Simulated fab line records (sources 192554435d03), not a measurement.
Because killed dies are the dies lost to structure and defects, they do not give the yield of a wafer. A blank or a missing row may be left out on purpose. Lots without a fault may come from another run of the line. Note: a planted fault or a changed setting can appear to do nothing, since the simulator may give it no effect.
Problem report, 8D (eight disciplines) form, completed by code | flow n5_finfet | the parts of the form that need people (team, actions taken, sign-off) are left out

## 1. THE ISSUE
barrier_field_endpoint_s at N5_BEOL_M6_CMP_52 reads a mean of 33.2 s on 4 wafers of 3 lots; wafers without a fault read 28.7 s with a standard deviation of 0.66. Measured from the usual mean, that is +6.9 standard deviations.
The step: polishes, stops on SiCOH lowk, t overpolish 6.9 s, target thk 80 nm.
First seen on wafer L276.3, day 11 03:50, on cmp-03. The record holds 33 wafers of 11 lots with a number at this step. The rule behind "out" and "out of limits": a value lying over 4 standard deviations away from the usual mean. Any other wafer with a number is counted as sound.

## 2. WHAT IT IS AND WHAT IT IS NOT
question                    | is                             | is not
which readings at this step | barrier_field_endpoint_s       | -
which lots                  | L276, L277, L280               | L270, L271, L272, L286, L287, L289, L290, L291
which wafers of those lots  | L276.3, L277.4, L280.2, L280.6 | L276.2, L276.6, L277.3, L277.5, L280.1
read on which tools         | cmp-01, cmp-02, cmp-03         | -
when                        | from day 11 03:50              | up to then (11 sound wafers); but 18 sound wafers of L277, L280, L286, L287, L289, L290, L291 came after

## 3. WHAT RULES OUT EACH SUSPECT
Counting: a tool at a process step up to the reading stays a suspect if it ran every lot that is out. Sound lots after the first of them don't rule it out here, since some wafers of a struck lot are sound.
- pecvd-01 at N5_BEOL_M6_PECVD_70 (deposits SiO2 from TEOS/O2, target thk 20 nm, time 22.7 s): kept. It ran every lot that is out, first L276 (day 10 22:38); its last sound lot up to then is L272 (day 9 18:43).
- In pecvd-01 at N5_BEOL_M6_PECVD_70, the wafers that are out were processed in chamber 2 and their sound lot-mates in chambers 0, 1.
The count leaves pecvd-01 at N5_BEOL_M6_PECVD_70.

## 4. THE CAUSE (what the simulator had put in)
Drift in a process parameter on pecvd-01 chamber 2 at N5_BEOL_M6_PECVD_70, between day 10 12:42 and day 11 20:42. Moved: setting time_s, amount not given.
Only this tool survived the counting.

## 5. THE EFFECT CHAIN, in route order
Each row: a reading where the mean over the struck wafers with a number is more than 3 standard deviations away from the usual. Only readings for which the record gives a usual standard deviation are gone through. hours: the time from each lot's start at the first step in this table that gives one to its start at this step, as a median over the lots. sigmas: the change in usual standard deviations.
hours | step              | reading                  | usual  | on struck wafers | change | sigmas
0     | N5_BEOL_M6_CMP_52 | barrier_field_endpoint_s | 28.7 s | 33.2             | +4.6   | +6.9
The process steps in it:
- N5_BEOL_M6_CMP_52: polishes, stops on SiCOH lowk, t overpolish 6.9 s, target thk 80 nm.
Later measuring or inspecting steps at which every struck wafer that the step has a row for has a number for every such reading, and none has moved that far: N5_BEOL_M6_RS_MEAS_57, N5_BEOL_M6_INSPECT_58.

## 6. HOW IT WOULD HAVE BEEN CAUGHT EARLIER
The fault began at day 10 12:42; the first out-of-limits reading in this record came at day 11 03:50, 15 hours later.
Of the tool readings at N5_BEOL_M6_PECVD_70 for which the record gives a usual standard deviation, none was out on any struck wafer, so an alarm limit of 4 standard deviations on them would not have fired.
Of the lots that are out (3), L280 began N5_BEOL_M6_PECVD_70 on pecvd-01 after day 11 03:50. It would have been spared by a hold on the tool at that moment.
